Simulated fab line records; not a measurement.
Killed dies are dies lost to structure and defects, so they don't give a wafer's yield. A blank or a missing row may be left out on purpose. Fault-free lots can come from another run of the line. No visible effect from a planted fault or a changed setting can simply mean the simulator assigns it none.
Matching of chambers | flow nand harc | NHARC_A_STAIRCASE_CMP_472 on cmp-04 has 4 sister chambers
The step polishes SiO2. 8 wafers are shown with their chamber, then 8 later ones without.

== WAFERS, EACH WITH ITS CHAMBER ==
wafer  | chamber | motor current A (A) | retaining ring pressure frac
L079.6 | 3       | 10.9                | 0.994
L086.1 | 2       | 11.2                | 0.999
L086.2 | 0       | 13.5                | 1.009
L086.6 | 2       | 12.1                | 1.001
L091.3 | 0       | 13.7                | 0.998
L091.4 | 3       | 10.7                | 0.997
L091.6 | 1       | 11.8                | 0.995
L089.1 | 1       | 11.3                | 0.993

== WAFERS WHOSE CHAMBER IS MISSING ==
wafer  | motor current A (A) | retaining ring pressure frac
L089.2 | 12.6                | 0.998
L089.4 | 11.1                | 1.004
L097.2 | 11.9                | 1.002
L097.4 | 11.6                | 1.001
L097.5 | 11.2                | 1.000
L096.2 | 12.2                | 1.011
L096.4 | 11.3                | 0.999
L096.6 | 10.9                | 0.988

== THE CHAMBER EACH PASSED THROUGH ==
wafer  | from the rows above          | in truth
L089.2 | can't be placed: 2 or 1 or 0 | 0
L089.4 | can't be placed: 2 or 3 or 1 | 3
L097.2 | can't be placed: 2 or 1      | 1
L097.4 | can't be placed: 2 or 1      | 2
L097.5 | can't be placed: 2 or 3 or 1 | 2
L096.2 | can't be placed: 2 or 0 or 1 | 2
L096.4 | can't be placed: 2 or 1 or 3 | 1
L096.6 | can't be placed: 3 or 1 or 2 | 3
Correct placement for 0 of the 8. Not placeable from these rows: 8 (in 8, the candidates include the true chamber). Wrongly placed: 0.
How it was worked out, from the rows above alone: a wafer's distance from a chamber is the root of the sum, over the readings, of the square of ((its reading less the chamber's mean) divided by the reading's scatter). The wafer belongs to the nearest chamber; if the next one is less than 2 further off, it can't be placed. For every chamber, the mean is computed from those of its wafers that are shown. The scatter: take each reading less its chamber's mean, square it, sum over the shown wafers, divide by the number of wafers less the number of chambers, and take the root.
